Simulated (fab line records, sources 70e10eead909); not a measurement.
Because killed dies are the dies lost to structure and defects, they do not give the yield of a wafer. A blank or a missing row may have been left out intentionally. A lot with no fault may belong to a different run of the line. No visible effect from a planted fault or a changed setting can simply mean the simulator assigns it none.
What tool caused it? / flow nand_harc / 36 wafers from 12 lots sampled at 3 of the route's 1302 steps

## WHAT THE GAUGES READ, wafer by wafer
NHARC_P_M0_INSPECT_27.
lot=L075; measured=day 6 14:55; on=defect_inspect-01; raw_defect_count=230 366 129
lot=L077; measured=day 7 07:51; on=defect_inspect-02; raw_defect_count=176 241 249
lot=L079; measured=day 8 08:17; on=defect_inspect-01; raw_defect_count=352 197 249
lot=L081; measured=day 8 23:44; on=defect_inspect-02; raw_defect_count=177 209 271
lot=L083; measured=day 9 18:48; on=defect_inspect-01; raw_defect_count=159 178 343
lot=L085; measured=day 10 21:29; on=defect_inspect-02; raw_defect_count=331 598 212
lot=L087; measured=day 11 14:56; on=defect_inspect-01; raw_defect_count=256 252 306
lot=L089; measured=day 12 13:18; on=defect_inspect-02; raw_defect_count=168 184 237
lot=L091; measured=day 13 02:56; on=defect_inspect-01; raw_defect_count=194 146 201
lot=L093; measured=day 14 01:40; on=defect_inspect-02; raw_defect_count=698 404 507
lot=L095; measured=day 14 16:38; on=defect_inspect-02; raw_defect_count=205 349 315
lot=L097; measured=day 15 15:23; on=defect_inspect-01; raw_defect_count=219 245 159

## WHICH TOOL RAN EACH LOT (tool, then ch and the chambers of the sampled wafers, then the start)
lot=L075; NHARC_P_CONTACT_ETCH_36=rie_diel-13 ch 0,1,2, day 6 14:55 or earlier; NHARC_P_M0_PVD_21=pvd_sputter-01, day 6 14:55 or earlier
lot=L077; NHARC_P_CONTACT_ETCH_36=rie_diel-04 ch 2,3, day 7 07:51 or earlier; NHARC_P_M0_PVD_21=pvd_sputter-02, day 7 07:51 or earlier
lot=L079; NHARC_P_CONTACT_ETCH_36=rie_diel-04 ch 0,1,2, day 8 08:17 or earlier; NHARC_P_M0_PVD_21=pvd_sputter-02, day 8 08:17 or earlier
lot=L081; NHARC_P_CONTACT_ETCH_36=rie_diel-13 ch 0,2, day 8 23:44 or earlier; NHARC_P_M0_PVD_21=pvd_sputter-02, day 8 23:44 or earlier
lot=L083; NHARC_P_CONTACT_ETCH_36=rie_diel-04 ch 2,3, day 9 18:48 or earlier; NHARC_P_M0_PVD_21=pvd_sputter-02, day 9 18:48 or earlier
lot=L085; NHARC_P_CONTACT_ETCH_36=rie_diel-04 ch 0,1,3, day 10 21:29 or earlier; NHARC_P_M0_PVD_21=pvd_sputter-02, day 10 21:29 or earlier
lot=L087; NHARC_P_CONTACT_ETCH_36=rie_diel-04 ch 1,2,3, day 11 14:56 or earlier; NHARC_P_M0_PVD_21=pvd_sputter-01, day 11 14:56 or earlier
lot=L089; NHARC_P_CONTACT_ETCH_36=rie_diel-13 ch 2,3, day 12 13:18 or earlier; NHARC_P_M0_PVD_21=pvd_sputter-02, day 12 13:18 or earlier
lot=L091; NHARC_P_CONTACT_ETCH_36=rie_diel-13 ch 1,2, day 13 02:56 or earlier; NHARC_P_M0_PVD_21=pvd_sputter-03, day 13 02:56 or earlier
lot=L093; NHARC_P_CONTACT_ETCH_36=rie_diel-08 ch 0,1,2, day 14 01:40 or earlier; NHARC_P_M0_PVD_21=pvd_sputter-01, day 14 01:40 or earlier
lot=L095; NHARC_P_CONTACT_ETCH_36=rie_diel-04 ch 0,3, day 14 16:38 or earlier; NHARC_P_M0_PVD_21=pvd_sputter-03, day 14 16:38 or earlier
lot=L097; NHARC_P_CONTACT_ETCH_36=rie_diel-04 ch 0,2,3, day 15 15:23 or earlier; NHARC_P_M0_PVD_21=pvd_sputter-02, day 15 15:23 or earlier
- NHARC_P_CONTACT_ETCH_36: etches the open film in N2/H2, target depth 260 nm, time 406.25 s.
- NHARC_P_M0_PVD_21: deposits Cu, target thk 30 nm, time 20.49 s.

## THE ANSWER, worked out from the rows above alone
Rule: usual is defined by the lots themselves. The widest of any qualifying gaps counts: lots, ordered by their means at a reading, are off when they make up no more than a third of the lots, leave a main group of 4 or more, and stand apart from it by 3 or more times the standard deviation of that group's means. If all means in a main group match to the digits the tables above print for the reading, that group is not used. Also off: a lot with no number at a reading for which 4 or more lots have one. All remaining lots with rows at the step are treated as sound.
No lot is off on any of the readings shown, so nothing can be concluded from this.

## WHAT THE SIMULATOR HAD INSERTED
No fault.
